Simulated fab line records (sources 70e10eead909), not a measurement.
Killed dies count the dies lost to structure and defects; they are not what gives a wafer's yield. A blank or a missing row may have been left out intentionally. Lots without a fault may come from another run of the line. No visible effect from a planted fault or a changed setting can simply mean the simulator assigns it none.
The tool behind it: which one? | flow nandHarc | 18 wafers from 6 lots sampled at 3 of the route's 1159 steps

== WHAT EACH GAUGE READ, for each wafer ==
NHARC_A_ONON_D1_THK_MEAS_27: measures by ellipsometry.
lot  | measured     | on           | thkNm (nm)
L109 | day 8 18:03  | filmMetro-01 | 1007 1009 1008
L113 | day 9 23:39  | filmMetro-01 | 989 988 986
L119 | day 11 02:40 | filmMetro-02 | 1615 1614 1614
L121 | day 11 19:32 | filmMetro-02 | 1612 1609 1612
L125 | day 12 21:58 | filmMetro-02 | 998 996 998
L127 | day 13 01:58 | filmMetro-02 | 1011 1012 1011

== WHICH TOOL RAN EACH LOT (tool, then ch and the chambers of the sampled wafers, then the start) ==
lot  | NHARC_P_M2_PRE_CLEAN_32        | NHARC_A_ONON_D1_DEP_25
L109 | pecvd-03 ch 1,2, day 7 02:29   | pecvdOnon-02 ch 0, day 8 17:36
L113 | pecvd-03 ch 0,1, day 8 07:46   | pecvdOnon-03 ch 0, day 9 23:11
L119 | pecvd-02 ch 0,1,2, day 9 11:17 | pecvdOnon-03 ch 0, day 11 02:13
L121 | pecvd-02 ch 0,1, day 10 00:02  | pecvdOnon-03 ch 0, day 11 19:09
L125 | pecvd-02 ch 0,1, day 11 06:44  | pecvdOnon-02 ch 0, day 12 21:28
L127 | pecvd-03 ch 0,2, day 11 10:10  | pecvdOnon-04 ch 0, day 13 01:30
- NHARC_P_M2_PRE_CLEAN_32: time 12 s.
- NHARC_A_ONON_D1_DEP_25: target thk 1000 nm.

== THE ANSWER, worked out from the rows above alone ==
Rule: usual is defined by the lots themselves. The widest of any qualifying gaps counts: lots, ordered by their means at a reading, are off when they make up no more than a third of the lots, leave a main group of 4 or more, and stand apart from it by 3 or more times the standard deviation of that group's means. A main group is skipped when, at the precision printed for the reading in the tables above, its means are all equal. A lot without any number at a reading at which 4 lots or more have one is off too. Any other lot the step has rows for is counted as sound.
Off, at NHARC_A_ONON_D1_THK_MEAS_27 on thkNm: L119, L121. The main group: mean 1001 nm, standard deviation 9.3.
A tool fits if, at a process step before that reading, it ran every lot that is off, and no sound lot after the first of them. Those tools and the gauges at NHARC_A_ONON_D1_THK_MEAS_27 are tried in the same way. One fits: NHARC_A_ONON_D1_DEP_25 on pecvdOnon-03. Its last sound lot is L113 (day 9 23:11), its first lot that is off L119 (day 11 02:13): a fault that began between those two fits.

== WHAT HAD BEEN PUT IN BY THE SIMULATOR ==
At NHARC_A_ONON_D1_DEP_25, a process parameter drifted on pecvdOnon-03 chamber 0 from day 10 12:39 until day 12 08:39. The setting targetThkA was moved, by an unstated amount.
Lots struck among those shown: L119, L121. Same finding as the rule above.
